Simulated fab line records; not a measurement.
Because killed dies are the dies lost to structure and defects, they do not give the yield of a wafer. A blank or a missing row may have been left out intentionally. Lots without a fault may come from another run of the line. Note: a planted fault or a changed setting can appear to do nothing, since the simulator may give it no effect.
fab line records	flow nandHarc
record lots=24	wafers=72	lastDay=33
route steps=1302 shown A_STAIRCASE@813 A_SGD_CUT@890
lots untouched by any fault: they come from a run of this same line in which no faults occurred
startH: hours from the record's opening day to when the first of the lot's shown wafers began	waitH: hours elapsed since this lot's preceding step	" unchanged from the row above	L1.1+2: a row that stands for several wafers	- no value present, or no start provided	* or withheld: withheld	< > ~ a bound
route shown NAME@n: a module of which the file shows steps, and the number in the route of the first	usual: the fault-free wafers' mean and standard deviation	same: alike in all rows	chamber/n: place in a boat	sites: the reading at each site	_std_site: the standard deviation of these	_edge_site: mean of outer sites minus mean of inner sites	radiusMm: how far each site lies from the wafer's centre	mask NAME#n: copy n	behind: tool/chamber where the wafer was last shaped	hold: cause of the lot's hold/its duration in hours/its outcome	device: names the non-switching transistor (n, p or np)	end of line: tests of these same wafers at the route's end	a step with no rows: only its recipe	killed: dies lost to structure and defects at the first sort, not the wafer's yield	map: per-die view of a wafer (x killed, . not killed, _ where there is no die)
set.NAME: the setting as run; set.NAME@STEP: as run at that earlier step	model.NAME: the simulator's own value behind a step, which no gauge read
a sample of lots followed through the steps of the route, with each step as a table and each wafer as a row
services: a tool's chamber out of use, with start hour (startH, from the record's first day; less than 0 if before it), hours out, and reason
## steps
# step NHARC_A_STAIRCASE_STRIP_295
# recipe o2FlowSccm=500	arFlowSccm=0	biasW=0	chemistry=O2
# usual drypumpMotorCurrentA=5.8/0.51	oesProductAu=1.003/0.0098	rfVppV=57.8/0.94	showerheadPlenumPTorr=3.53/0.19	throttleValvePct=17.037/0.0093
lot.wafer	tool	chamber	startH	waitH	drypumpMotorCurrentA	oesProductAu	rfHoursCounterH	rfVppV	showerheadPlenumPTorr	throttleValvePct
L074.3	rieDiel-02	0	-	-	5.7	1.001	47	57.9	3.75	17.052
L074.1	"	3	"	"	6.6	1.005	46	56.7	3.78	17.036
L074.5	"	0	"	"	5.7	0.988	-	59.5	3.75	17.038
L075.2	rieDiel-09	0	-	-	5.2	1.001	23	57.0	3.38	17.049
L075.4	"	1	"	"	5.7	1.014	25	58.7	3.73	17.034
L075.3	"	2	"	"	5.2	1.012	27	56.8	3.76	17.045
L076.1	rieDiel-08	1	-	-	6.2	1.012	10	57.6	3.55	17.036
L076.3	"	3	"	"	6.2	0.998	9	58.0	3.31	17.055
L076.4	"	0	"	"	4.9	0.984	12	57.1	3.28	17.047
L077.1	rieDiel-08	0	-	-	4.9	0.989	20	57.5	3.28	17.038
L077.2	"	2	"	"	5.4	1.023	16	58.1	3.42	17.027
L077.6	"	0	"	"	4.9	0.987	-	56.4	3.28	17.041
L080.1	rieDiel-02	1	-	-	6.1	1.005	13	57.5	3.53	17.036
L080.4	"	0	"	"	5.7	1.000	-	58.5	3.74	17.041
L080.5	"	1	"	"	6.2	1.008	-	56.8	3.53	17.038
L078.2	rieDiel-02	0	-	-	5.8	1.010	14	58.1	3.74	17.032
L078.4	"	3	"	"	6.6	1.001	4	59.1	3.78	17.045
L078.6	"	1	"	"	6.1	1.007	-	58.2	3.53	17.037
L079.3	rieDiel-08	2	-	-	5.4	1.029	23	57.9	3.42	17.020
L079.5	"	2	"	"	5.4	1.038	-	57.9	3.42	17.041
L079.6	"	0	"	"	4.9	0.999	-	57.4	3.27	17.048
L081.3	rieDiel-08	3	-	-	6.3	1.007	28	56.9	3.30	17.029
L081.2	"	0	"	"	4.9	0.987	29	56.0	3.27	17.038
L081.6	"	2	"	"	5.4	1.010	-	57.7	3.41	17.062
L082.1	rieDiel-09	1	-	-	5.7	1.002	46	58.2	3.72	17.047
L082.4	"	0	"	"	5.3	1.004	42	56.6	3.37	17.043
L082.5	"	1	"	"	5.8	1.001	-	57.8	3.72	17.029
L083.3	rieDiel-02	2	-	-	6.0	0.996	27	58.3	3.41	17.039
L083.1	"	3	"	"	6.6	1.005	14	59.1	3.77	17.025
L083.5	"	2	"	"	6.0	0.999	-	57.6	3.41	17.040
L085.2	rieDiel-08	2	-	-	5.4	1.013	37	57.4	3.41	17.027
L085.3	"	3	"	"	6.2	1.003	38	55.8	3.30	17.039
L085.6	"	1	"	"	6.2	1.011	-	56.2	3.53	17.027
L084.3	rieDiel-09	0	-	-	5.2	1.003	48	57.1	3.36	17.051
L084.1	"	1	"	"	5.8	1.008	57	59.7	3.71	17.049
L084.5	"	2	"	"	5.3	1.009	-	58.1	3.74	17.045
L086.1	rieDiel-09	3	-	-	6.4	1.002	1	58.1	3.29	17.039
L086.3	"	0	"	"	5.2	1.005	1	58.5	3.36	17.049
L086.4	"	2	"	"	5.3	1.002	1	58.5	3.74	17.045
L087.1	rieDiel-08	3	-	-	6.2	1.011	47	57.8	3.29	17.033
L087.2	"	1	"	"	6.2	1.002	46	57.1	3.53	17.023
L087.6	"	3	"	"	6.2	1.006	-	57.1	3.29	17.042
L089.3	rieDiel-02	2	-	-	6.0	0.978	48	56.7	3.40	17.017
L089.6	"	3	"	"	6.6	0.994	-	58.5	3.76	17.041
L089.5	"	0	"	"	5.7	0.999	-	58.8	3.72	17.038
L090.1	rieDiel-09	0	-	-	5.3	1.011	12	56.2	3.36	17.030
L090.2	"	1	"	"	5.7	1.004	9	58.6	3.71	17.039
L090.4	"	2	"	"	5.2	1.004	9	59.1	3.74	17.042
L088.1	rieDiel-09	1	-	-	5.8	0.998	10	59.3	3.71	17.028
L088.3	"	2	"	"	5.3	1.003	10	59.4	3.74	17.041
L088.5	"	1	"	"	5.8	1.011	-	58.8	3.71	17.029
L092.6	rieDiel-08	3	-	-	6.3	1.005	-	57.4	3.81	17.049
L092.4	"	0	"	"	4.9	0.985	-	58.4	3.81	17.025
L092.5	"	1	"	"	6.2	1.012	-	57.2	3.52	17.047
L091.4	rieDiel-02	2	-	-	6.0	0.985	60	56.2	3.39	17.030
L091.5	"	0	"	"	5.7	0.997	-	58.9	3.71	17.040
L091.6	"	1	"	"	6.1	1.009	-	59.2	3.50	17.042
L093.4	rieDiel-08	0	-	-	4.9	1.005	5	59.7	3.81	17.033
L093.1	"	2	"	"	5.4	0.996	4	56.3	3.40	17.049
L093.5	"	0	"	"	4.9	0.993	-	58.9	3.81	17.047
L094.1	rieDiel-09	2	-	-	5.2	0.989	27	56.6	3.73	17.041
L094.4	"	3	"	"	6.4	1.008	26	56.2	3.28	17.032
L094.5	"	2	"	"	5.2	0.994	-	58.1	3.73	17.047
L095.3	rieDiel-08	3	-	-	6.3	0.982	7	57.6	3.80	17.008
L095.1	"	1	"	"	6.2	0.986	8	58.3	3.52	17.041
L095.5	"	3	"	"	6.2	0.989	-	58.5	3.80	17.035
L096.1	rieDiel-02	1	-	-	6.1	1.017	3	56.8	3.50	17.040
L096.4	"	2	"	"	6.1	1.011	3	58.3	3.39	17.042
L096.6	"	2	"	"	6.1	1.013	-	57.2	3.39	17.018
L097.1	rieDiel-09	0	-	-	5.2	1.001	34	57.8	3.34	17.032
L097.3	"	1	"	"	5.7	1.001	38	57.8	3.69	17.045
L097.4	"	2	"	"	5.2	1.002	39	56.2	3.72	17.048
# step NHARC_A_STAIRCASE_STRIP_316
# recipe o2FlowSccm=500	arFlowSccm=0	biasW=0	chemistry=O2
# usual drypumpMotorCurrentA=5.8/0.51	oesProductAu=1.003/0.0086	rfVppV=57.7/0.95	showerheadPlenumPTorr=3.52/0.18	throttleValvePct=17.036/0.01
lot.wafer	tool	chamber	startH	waitH	drypumpMotorCurrentA	oesProductAu	rfHoursCounterH	rfVppV	showerheadPlenumPTorr	throttleValvePct
L074.3	rieDiel-08	1	-	-	6.2	0.998	3	56.3	3.55	17.041
L074.1	"	2	"	"	5.4	0.997	3	58.1	3.43	17.039
L074.5	"	3	"	"	6.2	1.006	-	58.5	3.32	17.025
L075.4	rieDiel-08	1	-	-	6.2	1.007	10	56.7	3.55	17.020
L075.3	"	2	"	"	5.4	0.997	8	57.1	3.42	17.045
L075.2	"	3	"	"	6.2	1.003	9	58.3	3.31	17.043
L076.4	rieDiel-08	3	-	-	6.2	1.015	10	56.2	3.31	17.027
L076.3	"	0	"	"	4.9	0.989	13	55.6	3.28	17.054
L076.1	"	1	"	"	6.2	1.010	12	57.1	3.55	17.034
L077.2	rieDiel-02	2	-	-	6.0	0.995	14	58.4	3.42	17.046
L077.1	"	1	"	"	6.1	1.010	14	58.1	3.53	17.032
L077.6	"	2	"	"	6.0	1.001	-	57.6	3.41	17.043
L080.1	rieDiel-09	2	-	-	5.3	1.011	41	56.7	3.75	17.039
L080.4	"	3	"	"	6.4	1.012	37	57.5	3.30	17.039
L080.5	"	3	"	"	6.4	1.009	-	56.7	3.30	17.031
L078.2	rieDiel-02	0	-	-	5.7	1.011	16	57.9	3.73	17.033
L078.4	"	1	"	"	6.1	1.011	16	57.7	3.53	17.028
L078.6	"	0	"	"	5.8	1.012	-	57.5	3.74	17.032
L079.3	rieDiel-02	3	-	-	6.6	1.010	9	57.2	3.77	17.050
L079.5	"	2	"	"	6.0	1.005	-	57.1	3.41	17.038
L079.6	"	3	"	"	6.6	1.001	-	59.0	3.77	17.034
L081.3	rieDiel-09	0	-	-	5.2	0.998	42	57.3	3.37	17.028
L081.2	"	1	"	"	5.8	0.990	46	59.0	3.72	17.034
L081.6	"	0	"	"	5.3	1.000	-	56.0	3.37	17.017
L082.1	rieDiel-02	1	-	-	6.2	1.007	25	57.6	3.52	17.035
L082.4	"	2	"	"	6.0	0.986	24	57.2	3.41	17.035
L082.5	"	2	"	"	6.0	1.000	-	56.9	3.41	17.028
L083.1	rieDiel-02	3	-	-	6.6	1.000	15	59.3	3.77	17.032
L083.3	"	1	"	"	6.1	1.004	28	58.0	3.52	17.020
L083.5	"	0	"	"	5.8	1.009	-	59.7	3.73	17.027
L084.3	rieDiel-02	3	-	-	6.6	1.003	22	58.3	3.77	17.025
L084.1	"	1	"	"	6.1	1.009	34	57.6	3.52	17.035
L084.5	"	2	"	"	6.0	0.995	-	56.8	3.40	17.031
L085.2	rieDiel-08	2	-	-	5.4	1.023	40	57.4	3.41	17.043
L085.3	"	3	"	"	6.2	1.002	41	56.3	3.30	17.045
L085.6	"	1	"	"	6.2	1.016	-	58.1	3.53	17.044
L086.1	rieDiel-08	1	-	-	6.2	0.999	47	58.1	3.53	17.030
L086.3	"	2	"	"	5.4	1.004	46	58.2	3.40	17.020
L086.4	"	3	"	"	6.2	1.013	48	57.9	3.29	17.034
L087.2	rieDiel-08	3	-	-	6.2	1.008	48	57.5	3.29	17.053
L087.1	"	0	"	"	4.9	1.003	52	56.1	3.26	17.032
L087.6	"	1	"	"	6.2	1.011	-	57.5	3.53	17.033
L089.3	rieDiel-02	2	-	-	6.0	1.002	52	57.3	3.39	17.038
L089.5	"	2	"	"	6.0	0.991	-	56.8	3.39	17.038
L089.6	"	3	"	"	6.6	1.004	-	58.2	3.76	17.029
L090.2	rieDiel-09	0	-	-	5.2	1.007	14	57.7	3.36	17.034
L090.1	"	2	"	"	5.3	1.001	11	57.7	3.73	17.050
L090.4	"	3	"	"	6.4	1.005	14	55.9	3.29	17.041
L088.3	rieDiel-09	0	-	-	5.2	1.016	15	57.1	3.35	17.034
L088.1	"	1	"	"	5.8	1.007	12	58.1	3.71	17.031
L088.5	"	3	"	"	6.4	1.015	-	56.7	3.28	17.059
L092.4	rieDiel-02	0	-	-	5.7	0.995	64	58.3	3.71	17.041
L092.6	"	0	"	"	5.7	1.005	-	57.8	3.71	17.048
L092.5	"	1	"	"	6.1	1.009	-	57.5	3.50	17.020
L091.4	rieDiel-09	2	-	-	5.2	0.997	22	58.3	3.73	17.033
L091.6	"	3	"	"	6.4	1.017	-	57.1	3.28	17.044
L091.5	"	0	"	"	5.3	1.016	-	56.3	3.35	17.022
L093.1	rieDiel-09	0	-	-	5.2	1.011	27	57.1	3.35	17.040
L093.4	"	1	"	"	5.7	1.001	28	58.6	3.70	17.046
L093.5	"	3	"	"	6.4	1.010	-	57.1	3.28	17.053
L094.4	rieDiel-09	1	-	-	5.8	0.993	28	57.6	3.70	17.018
L094.1	"	0	"	"	5.2	1.010	27	58.6	3.35	17.034
L094.5	"	2	"	"	5.3	1.009	-	60.4	3.72	17.036
L096.4	rieDiel-09	3	-	-	6.4	1.002	32	56.8	3.28	17.031
L096.1	"	1	"	"	5.7	0.991	34	57.3	3.69	17.039
L096.6	"	0	"	"	5.3	1.005	-	57.9	3.35	17.045
L095.1	rieDiel-08	2	-	-	5.4	0.986	9	56.2	3.39	17.028
L095.3	"	3	"	"	6.3	1.000	9	58.3	3.80	17.030
L095.5	"	1	"	"	6.2	0.997	-	57.7	3.52	17.047
L097.1	rieDiel-08	0	-	-	4.9	0.981	16	57.9	3.80	17.042
L097.4	"	1	"	"	6.2	1.003	14	58.9	3.51	17.019
L097.3	"	2	"	"	5.4	0.985	15	58.5	3.39	17.021
# step NHARC_A_STAIRCASE_DEP_151
# recipe targetThkA=72000	tempC=400	targetThkNm=7200	teosFlowSccm=200	rfW=500	material=SiO2
# usual heaterPowerW=617/110
lot.wafer	tool	chamber	startH	waitH	heaterPowerW
L074.1	pecvd-02	1	403.82	0.4	581
L074.3	"	0	"	"	545
L074.5	"	1	"	"	505
L075.2	pecvd-04	0	419.72	0.5	784
L075.3	"	1	"	"	608
L075.4	"	0	"	"	709
L076.1	pecvd-03	2	426.93	0.5	753
L076.3	"	0	"	"	821
L076.4	"	1	"	"	478
L077.1	pecvd-02	2	449.71	0.4	764
L077.2	"	1	"	"	555
L077.6	"	2	"	"	733
L080.1	pecvd-03	0	449.74	0.4	776
L080.4	"	0	"	"	668
L080.5	"	1	"	"	485
L078.2	pecvd-02	2	459.55	0.4	879
L078.6	"	0	"	"	491
L078.4	"	1	"	"	516
L079.3	pecvd-04	0	466.86	0.6	781
L079.5	"	1	"	"	496
L079.6	"	2	"	"	519
L081.3	pecvd-04	1	475.34	0.4	526
L081.2	"	0	"	"	715
L081.6	"	2	"	"	529
L082.1	pecvd-02	0	478.98	0.6	612
L082.5	"	1	"	"	526
L082.4	"	2	"	"	716
L083.3	pecvd-03	1	493.19	0.4	581
L083.1	"	2	"	"	718
L083.5	"	2	"	"	607
L084.3	pecvd-03	1	507.25	0.4	588
L084.1	"	2	"	"	765
L084.5	"	2	"	"	611
L085.2	pecvd-02	1	518.66	0.7	517
L085.3	"	1	"	"	518
L085.6	"	1	"	"	512
L086.3	pecvd-02	0	528.95	0.4	615
L086.1	"	1	"	"	563
L086.4	"	0	"	"	496
L087.2	pecvd-02	0	532.16	0.4	557
L087.1	"	2	"	"	815
L087.6	"	1	"	"	515
L089.3	pecvd-04	0	550.93	0.6	849
L089.6	"	2	"	"	511
L089.5	"	0	"	"	681
L090.2	pecvd-04	0	559.13	0.4	832
L090.1	"	2	"	"	529
L090.4	"	0	"	"	690
L088.1	pecvd-03	1	564.65	0.4	550
L088.3	"	0	"	"	757
L088.5	"	0	"	"	669
L091.4	pecvd-03	2	582.89	0.7	592
L091.6	"	0	"	"	677
L091.5	"	1	"	"	489
L092.4	pecvd-04	2	582.89	0.7	529
L092.6	"	0	"	"	683
L092.5	"	1	"	"	502
L093.1	pecvd-04	2	600.92	0.5	587
L093.4	"	1	"	"	496
L093.5	"	0	"	"	681
L094.1	pecvd-03	1	600.92	0.5	589
L094.5	"	0	"	"	667
L094.4	"	1	"	"	485
L095.1	pecvd-02	2	617.54	0.4	825
L095.3	"	1	"	"	611
L095.5	"	0	"	"	470
L096.1	pecvd-03	0	617.73	0.6	809
L096.4	"	1	"	"	499
L096.6	"	0	"	"	683
L097.1	pecvd-02	0	636.80	0.5	585
L097.3	"	1	"	"	484
L097.4	"	1	"	"	466
# step NHARC_A_STAIRCASE_DEP_322
# recipe targetThkA=72000	tempC=400	targetThkNm=7200	teosFlowSccm=200	rfW=500	material=SiO2
# usual heaterPowerW=627/110
lot.wafer	tool	chamber	startH	waitH	heaterPowerW
L074.1	pecvd-04	2	411.00	0.1	711
L074.3	"	0	"	"	862
L074.5	"	1	"	"	494
L075.2	pecvd-02	1	431.07	0.1	651
L075.3	"	2	"	"	908
L075.4	"	2	"	"	718
L076.1	pecvd-04	2	431.16	0.2	601
L076.3	"	0	"	"	740
L076.4	"	0	"	"	712
L080.1	pecvd-03	0	457.94	0.1	764
L080.4	"	0	"	"	672
L080.5	"	2	"	"	585
L077.2	pecvd-02	1	457.94	0.1	598
L077.1	"	2	"	"	869
L077.6	"	2	"	"	719
L078.2	pecvd-02	0	467.52	0.2	608
L078.4	"	0	"	"	495
L078.6	"	1	"	"	503
L079.3	pecvd-04	0	479.33	0.2	818
L079.5	"	2	"	"	531
L079.6	"	1	"	"	516
L081.2	pecvd-04	2	483.53	0.2	600
L081.3	"	0	"	"	797
L081.6	"	1	"	"	501
L082.1	pecvd-03	1	483.63	0.3	577
L082.4	"	2	"	"	615
L082.5	"	1	"	"	481
L083.3	pecvd-03	0	502.89	0.2	822
L083.1	"	1	"	"	512
L083.5	"	0	"	"	657
L084.1	pecvd-03	0	515.07	0.1	721
L084.3	"	2	"	"	724
L084.5	"	0	"	"	669
L085.2	pecvd-03	1	527.89	0.1	608
L085.3	"	2	"	"	740
L085.6	"	0	"	"	659
L087.1	pecvd-03	2	537.96	0.1	701
L087.2	"	1	"	"	591
L087.6	"	0	"	"	658
L086.1	pecvd-02	2	538.06	0.2	713
L086.3	"	0	"	"	505
L086.4	"	1	"	"	503
L089.3	pecvd-02	2	558.31	0.3	788
L089.5	"	1	"	"	503
L089.6	"	2	"	"	723
L090.1	pecvd-04	0	566.34	0.1	780
L090.2	"	1	"	"	618
L090.4	"	2	"	"	512
L088.3	pecvd-03	0	574.65	0.1	801
L088.1	"	2	"	"	671
L088.5	"	2	"	"	578
L092.5	pecvd-03	2	593.22	0.3	604
L092.6	"	0	"	"	683
L092.4	"	1	"	"	506
L091.4	pecvd-04	2	593.52	0.6	525
L091.5	"	0	"	"	698
L091.6	"	1	"	"	502
L093.1	pecvd-03	2	608.96	0.1	696
L093.4	"	0	"	"	682
L093.5	"	1	"	"	496
L094.1	pecvd-02	1	609.15	0.3	589
L094.4	"	2	"	"	703
L094.5	"	1	"	"	469
L095.3	pecvd-04	0	627.08	0.1	826
L095.1	"	2	"	"	589
L095.5	"	1	"	"	504
L096.1	pecvd-03	0	627.27	0.3	782
L096.6	"	2	"	"	604
L096.4	"	0	"	"	682
L097.1	pecvd-02	1	643.93	0.2	581
L097.3	"	2	"	"	848
L097.4	"	2	"	"	691
# step NHARC_A_STAIRCASE_STRIP_446
# recipe powerW=1500	tempC=250	chemistry=O2
# usual drypumpMotorCurrentA=6.0/0.38	heaterPowerW=314/26
lot.wafer	tool	chamber	startH	waitH	drypumpMotorCurrentA	heaterPowerW	rfHoursCounterH
L074.1	plasmaAsher-01	0	435.17	0.0	6.2	329	18
L074.3	"	1	"	"	5.7	319	-
L074.5	"	1	"	"	5.7	326	-
L075.2	plasmaAsher-02	0	451.31	0.0	6.4	340	3
L075.4	"	0	"	"	6.4	329	-
L075.3	"	1	"	"	5.6	274	-
L076.1	plasmaAsher-02	0	451.59	0.2	6.5	333	4
L076.4	"	0	"	"	6.4	336	-
L076.3	"	1	"	"	5.6	269	-
L077.1	plasmaAsher-02	1	481.95	0.0	5.5	271	10
L077.2	"	0	"	"	6.4	340	10
L077.6	"	0	"	"	6.4	341	-
L080.1	plasmaAsher-02	0	482.24	0.2	6.4	336	10
L080.4	"	1	"	"	5.5	279	-
L080.5	"	1	"	"	5.6	278	-
L078.2	plasmaAsher-01	0	496.03	0.1	6.2	324	31
L078.4	"	1	"	"	5.7	326	-
L078.6	"	1	"	"	5.7	324	-
L081.2	plasmaAsher-01	0	503.28	0.1	6.2	323	32
L081.3	"	1	"	"	5.7	317	-
L081.6	"	1	"	"	5.7	324	-
L079.3	plasmaAsher-01	1	503.65	0.1	5.7	321	-
L079.6	"	1	"	"	5.7	318	-
L079.5	"	0	"	"	6.2	330	-
L082.1	plasmaAsher-02	0	506.68	0.1	6.4	339	14
L082.4	"	1	"	"	5.5	274	-
L082.5	"	0	"	"	6.4	339	-
L083.1	plasmaAsher-02	1	526.30	0.1	5.6	274	20
L083.3	"	0	"	"	6.4	337	-
L083.5	"	1	"	"	5.5	263	-
L084.1	plasmaAsher-01	0	536.99	0.1	6.2	339	2
L084.3	"	1	"	"	5.7	330	-
L084.5	"	1	"	"	5.7	328	-
L085.2	plasmaAsher-02	1	549.24	0.1	5.6	271	26
L085.3	"	0	"	"	6.4	325	-
L085.6	"	0	"	"	6.4	333	-
L087.1	plasmaAsher-02	1	558.45	0.0	5.5	271	27
L087.2	"	0	"	"	6.4	340	27
L087.6	"	0	"	"	6.4	336	-
L086.1	plasmaAsher-01	0	558.49	0.0	6.2	343	7
L086.4	"	0	"	"	6.2	337	-
L086.3	"	1	"	"	5.7	329	-
L089.3	plasmaAsher-01	0	580.41	0.1	6.2	332	-
L089.6	"	0	"	"	6.2	341	-
L089.5	"	1	"	"	5.7	326	-
L090.2	plasmaAsher-02	1	595.38	0.0	5.5	268	33
L090.1	"	0	"	"	6.4	336	33
L090.4	"	1	"	"	5.5	272	-
L088.1	plasmaAsher-02	0	600.98	0.1	6.4	333	35
L088.3	"	0	"	"	6.4	340	-
L088.5	"	0	"	"	6.4	335	-
L091.4	plasmaAsher-01	0	615.77	0.2	6.2	338	-
L091.6	"	1	"	"	5.7	333	-
L091.5	"	0	"	"	6.2	340	-
L092.4	plasmaAsher-02	1	615.85	0.2	5.5	280	-
L092.5	"	0	"	"	6.4	323	-
L092.6	"	1	"	"	5.5	287	-
L094.1	plasmaAsher-02	0	634.85	0.0	6.5	327	4
L094.4	"	1	"	"	5.6	286	-
L094.5	"	1	"	"	5.6	287	-
L093.1	plasmaAsher-02	1	635.54	0.0	5.5	281	5
L093.4	"	0	"	"	6.4	320	-
L093.5	"	1	"	"	5.5	285	-
L096.1	plasmaAsher-01	1	651.61	0.0	5.7	327	25
L096.4	"	1	"	"	5.7	321	-
L096.6	"	1	"	"	5.7	330	-
L095.1	plasmaAsher-02	1	651.87	0.0	5.6	283	8
L095.3	"	0	"	"	6.5	329	-
L095.5	"	1	"	"	5.5	285	-
L097.1	plasmaAsher-01	0	665.86	0.1	6.2	338	30
L097.3	"	1	"	"	5.7	326	-
L097.4	"	0	"	"	6.2	334	-
# step NHARC_A_SGD_CUT_DEP_00
# recipe targetThkA=500	tempC=400	targetThkNm=50	flowSccm=200	rfW=450	material=SiNx
# usual heaterPowerW=701/100
lot.wafer	tool	chamber	startH	waitH	heaterPowerW
L074.1	pecvd-04	2	437.82	0.1	656
L074.3	"	1	"	"	524
L074.5	"	2	"	"	659
L075.2	pecvd-03	1	453.96	0.1	476
L075.3	"	0	"	"	767
L075.4	"	0	"	"	774
L076.1	pecvd-03	1	454.34	0.1	557
L076.3	"	2	"	"	730
L076.4	"	2	"	"	716
L077.2	pecvd-04	0	484.65	0.1	808
L077.1	"	1	"	"	591
L077.6	"	1	"	"	594
L080.1	pecvd-04	2	485.05	0.1	582
L080.4	"	1	"	"	594
L080.5	"	0	"	"	698
L078.2	pecvd-04	0	498.66	0.1	727
L078.6	"	0	"	"	742
L078.4	"	1	"	"	636
L081.3	pecvd-03	2	505.95	0.1	736
L081.2	"	1	"	"	578
L081.6	"	2	"	"	780
L079.3	pecvd-01	1	506.27	0.1	861
L079.5	"	2	"	"	794
L079.6	"	1	"	"	864
L082.1	pecvd-03	0	509.31	0.1	804
L082.4	"	2	"	"	744
L082.5	"	1	"	"	583
L083.3	pecvd-01	1	528.93	0.1	722
L083.1	"	2	"	"	797
L083.5	"	2	"	"	803
L084.3	pecvd-04	1	539.64	0.1	612
L084.1	"	0	"	"	777
L084.5	"	1	"	"	622
L085.2	pecvd-04	0	552.00	0.1	868
L085.3	"	2	"	"	660
L085.6	"	1	"	"	654
L086.3	pecvd-03	0	561.14	0.1	774
L086.1	"	1	"	"	565
L086.4	"	1	"	"	562
L087.1	pecvd-01	2	561.32	0.1	735
L087.2	"	1	"	"	838
L087.6	"	0	"	"	605
L089.3	pecvd-01	0	582.99	0.1	620
L089.6	"	2	"	"	734
L089.5	"	1	"	"	841
L090.2	pecvd-03	1	598.11	0.1	526
L090.1	"	2	"	"	689
L090.4	"	2	"	"	702
L088.3	pecvd-01	1	603.80	0.1	762
L088.1	"	2	"	"	764
L088.5	"	1	"	"	790
L091.5	pecvd-04	2	618.48	0.2	611
L091.6	"	0	"	"	863
L091.4	"	1	"	"	617
L092.6	pecvd-03	1	618.64	0.1	512
L092.5	"	2	"	"	719
L092.4	"	0	"	"	824
L094.1	pecvd-03	2	638.03	0.1	636
L094.5	"	0	"	"	767
L094.4	"	1	"	"	625
L093.1	pecvd-01	1	638.43	0.1	837
L093.5	"	2	"	"	828
L093.4	"	0	"	"	643
L096.1	pecvd-01	1	654.32	0.1	812
L096.4	"	0	"	"	648
L096.6	"	1	"	"	836
L095.1	pecvd-04	2	654.53	0.1	663
L095.3	"	1	"	"	599
L095.5	"	1	"	"	588
L097.1	pecvd-01	2	668.49	0.1	790
L097.3	"	1	"	"	841
L097.4	"	0	"	"	619
## services
tool	chamber	startH	hours	kind
pecvd-03	-	366.00	13.0	pm
rieDiel-08	-	367.86	9.0	pm
pecvd-03	-	379.56	1.1	repair
rieDiel-08	3	380.36	3.6	repair
rieDiel-02	-	395.90	9.0	pm
pecvd-02	-	408.10	13.0	pm
pecvd-04	-	450.14	13.0	pm
rieDiel-09	-	456.73	0.4	repair
pecvd-03	-	463.29	1.2	repair
rieDiel-09	0	463.90	4.9	repair
rieDiel-09	-	497.16	9.0	pm
pecvd-02	2	510.33	12.8	repair
pecvd-02	0	514.61	11.8	repair
pecvd-04	-	521.73	0.7	repair
pecvd-04	0	530.07	4.7	repair
pecvd-04	1	543.51	4.8	repair
pecvd-03	-	547.00	13.0	pm
rieDiel-08	-	547.65	9.0	pm
pecvd-04	2	583.16	2.0	repair
pecvd-02	-	589.10	13.0	pm
pecvd-03	-	595.11	0.5	repair
rieDiel-08	1	600.69	6.9	repair
rieDiel-09	0	627.47	2.9	repair
pecvd-04	-	631.27	13.0	pm
## key
fault none
